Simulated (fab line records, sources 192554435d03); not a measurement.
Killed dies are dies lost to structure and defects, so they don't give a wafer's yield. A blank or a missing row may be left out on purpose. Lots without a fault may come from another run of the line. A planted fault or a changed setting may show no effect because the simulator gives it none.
A struck lot beside a sound one | flow n5_finfet | 15 steps out of a route of 1938
Sound: wafers L167.1, L167.3, L167.5. Struck: wafer L175.6. (L175.2 of the same lot was not struck and is left out.) The cause comes at the end.
At each step with rows: each side's tool, then ch and its chambers, then its first start. Under that, the readings that differ: sound wafers | struck wafers | difference of the means | sigmas: that difference in standard deviations of wafers without a fault.
alike: readings whose means differ by less than 2 such deviations, and words and numbers that are the same on both sides. not compared: withheld readings, readings that some wafer has no value for, bounds like >300 that may hide the same value, and numbers for which the record gives no deviation and whose values overlap.
The two part at a step that has a row with sigmas, a row that says differs or no value, or rows on one side only. Numbers that don't overlap but have no deviation are shown without sigmas and don't part them. A reading that every wafer of one side lacks parts them only if that side has two wafers or more.

first, 1 step without rows for these wafers: N5_BEOL_M13_HARDBAKE_32 (time 120 s).
N5_BEOL_M13_CD_MEAS_28: target cd 209.5 nm.
  sound on cd_sem-02 ch 0, day 12 20:11; struck on cd_sem-02 ch 0, day 15 10:53
  alike: cd_nm
N5_BEOL_M13_OVL_MEAS_29:
  sound on overlay-01 ch 0, day 12 20:13; struck on overlay-01 ch 0, day 15 10:55
  alike: M13_OVL
N5_BEOL_M13_INSPECT_30: inspects for defects (macro).
  sound on defect_inspect-02, day 12 20:14; struck on defect_inspect-02, day 15 10:57
  alike: raw_defect_count
N5_BEOL_M13_DESCUM_33: chemistry O2, time 7.9 s.
  sound on rie_diel-01 ch 0,3, day 12 20:17; struck on rie_diel-04 ch 3, day 15 11:47
  alike: drypump_motor_current_A, oes_product_au, rf_vpp_V, showerhead_plenum_p_Torr, throttle_valve_pct
  not compared: rf_hours_counter_h
N5_BEOL_M13_ETCH_67: etches SiARC in CF4, target depth 143 nm, time 238.3 s.
  sound on rie_diel-01 ch 0,3, day 12 20:19; struck on rie_diel-04 ch 3, day 15 11:49
  alike: drypump_motor_current_A, etch_rf_on_time_s, oes_product_au, rf_vpp_V, showerhead_plenum_p_Torr, throttle_valve_pct
  not compared: rf_hours_counter_h
N5_BEOL_M13_ETCH_68: etches SOC in N2/H2, time 355 s.
  sound on rie_diel-01 ch 0,3, day 12 20:28; struck on rie_diel-04 ch 3, day 15 11:58
  alike: drypump_motor_current_A, oes_product_au, rf_vpp_V, showerhead_plenum_p_Torr, throttle_valve_pct
  not compared: rf_hours_counter_h
then, 1 step without rows for these wafers: N5_BEOL_M13_STRIP_69 (strips in N2/H2).
N5_BEOL_M13_TRENCH_ETCH_34: etches SiOC in C4F8/O2/Ar, target depth 413.47 nm, time 162.6 s.
  sound on rie_diel-01 ch 0,3, day 12 20:41; struck on rie_diel-04 ch 3, day 15 12:11
  alike: drypump_motor_current_A, he_inner_torr, oes_product_au, rf_vpp_V, showerhead_plenum_p_Torr, throttle_valve_pct
  not compared: rf_hours_counter_h
then, 1 step without rows for these wafers: N5_BEOL_M13_STRIP_70 (strips in C4F8/O2/Ar).
N5_BEOL_M13_OCD_MEAS_35:
  sound on ocd-01, day 12 20:52; struck on ocd-02, day 15 12:22
  alike: trench_depth_nm
N5_BEOL_M13_STRIP_37: strips in N2/H2.
  sound on plasma_asher-01 ch 0,1, day 12 20:53; struck on plasma_asher-02 ch 0, day 15 12:28
  alike: drypump_motor_current_A, heater_power_w, oes_product_au
  not compared: rf_hours_counter_h
N5_BEOL_M13_ETCH_38: etches SiCN in CF4/N2, target depth 67.5 nm, time 71.9 s.
  sound on rie_diel-01 ch 0,2, day 12 21:46; struck on rie_diel-01 ch 3, day 15 15:53
  reading                  | sound             | struck | difference | sigmas
  oes_product_au (a.u.)    | 0.80 0.73 0.80    | 0.99   | +0.21      | +3
  model.etch.depth_nm (nm) | 57.34 57.23 57.39 | 75.97  | +18.65     |
  alike: drypump_motor_current_A, rf_vpp_V, showerhead_plenum_p_Torr, throttle_valve_pct
  not compared: rf_hours_counter_h
then, 1 step without rows for these wafers: N5_BEOL_M13_PRECLEAN_39 (cleans in residue remover, time 60 s).
N5_PASSIVATION_PROBE_49:
  sound on prober-01, day 14 00:50; struck on prober-02, day 16 22:17
  reading                  | sound          | struck | difference | sigmas
  defect_limited_yield (%) | 93.9 91.8 92.6 | 87.3   | -5.5       | -4
  killed_at_M0_to_M3       | 19 32 14       | 71     | +49        | +5
  killed_at_contacts       | 7 8 12         | 26     | +17        | +3
  killed_dies              | 72 97 87       | 150    | +65        | +4
  killed_open              | 43 52 58       | 84     | +33        | +3
  killed_short             | 28 36 24       | 65     | +36        | +5
  sort_bin_5_function (%)  | 3.4 5.0 4.3    | 7.6    | +3.4       | +4
  sort_bin_6_memory (%)    | 2.5 2.4 2.5    | 4.5    | +2.0       | +4
  sort_n_pass              | 1108 1083 1093 | 1030   | -65        | -4
  sort_yield_pct (%)       | 93.9 91.8 92.6 | 87.3   | -5.5       | -4
  alike: killed_at_M4_up, killed_at_front_end, killed_at_other

WHERE THEY PART
First at N5_BEOL_M13_ETCH_38; last, within this record, at N5_PASSIVATION_PROBE_49.

WHY: what the simulator had put in
Process parameter drift: rie_diel-01, from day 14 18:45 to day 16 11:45, at N5_BEOL_M13_ETCH_38. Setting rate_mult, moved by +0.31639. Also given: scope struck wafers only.
